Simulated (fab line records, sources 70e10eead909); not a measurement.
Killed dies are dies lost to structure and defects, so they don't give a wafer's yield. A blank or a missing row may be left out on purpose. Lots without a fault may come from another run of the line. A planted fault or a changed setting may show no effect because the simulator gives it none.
Chamber matching | flow nand_harc | NHARC_A_BONDPAD_DESCUM_11 on rie_diel-03: 4 sister chambers
The step chemistry O2, time 3 s. 4 wafers are shown with their chamber, then 10 later ones without.

WAFERS WITH THEIR CHAMBER
wafer  | chamber | showerhead_plenum_p_Torr (Torr)
L400.2 | 0       | 1.91
L401.4 | 1       | 2.02
L401.5 | 3       | 1.93
L403.3 | 2       | 1.80

WAFERS WITHOUT THEIR CHAMBER
wafer  | showerhead_plenum_p_Torr (Torr)
L403.5 | 1.93
L403.6 | 1.91
L406.3 | 1.91
L406.4 | 1.93
L406.6 | 1.80
L410.2 | 2.02
L410.5 | 1.91
L418.1 | 1.79
L418.2 | 1.93
L418.6 | 2.02

WHICH CHAMBER EACH WENT THROUGH
wafer  | from the rows above | in truth
L403.5 | 3                   | 3
L403.6 | 0                   | 0
L406.3 | 0                   | 0
L406.4 | 3                   | 3
L406.6 | 2                   | 2
L410.2 | 1                   | 1
L410.5 | 0                   | 0
L418.1 | 2                   | 2
L418.2 | 3                   | 3
L418.6 | 1                   | 1
Placed correctly: 10 of 10. Can't be placed from these rows: 0. Placed wrongly: 0.
How it was worked out, from the rows above alone: a wafer's distance from a chamber is the root of the sum, over the readings, of the square of ((its reading less the chamber's mean) divided by the reading's scatter). The wafer belongs to the nearest chamber; if the next one is less than 2 further off, it can't be placed. A chamber's mean is the mean of its shown wafers. The scatter: with one shown wafer a chamber, the root of the mean of the squares of how far each hidden wafer lies from its nearest shown one.
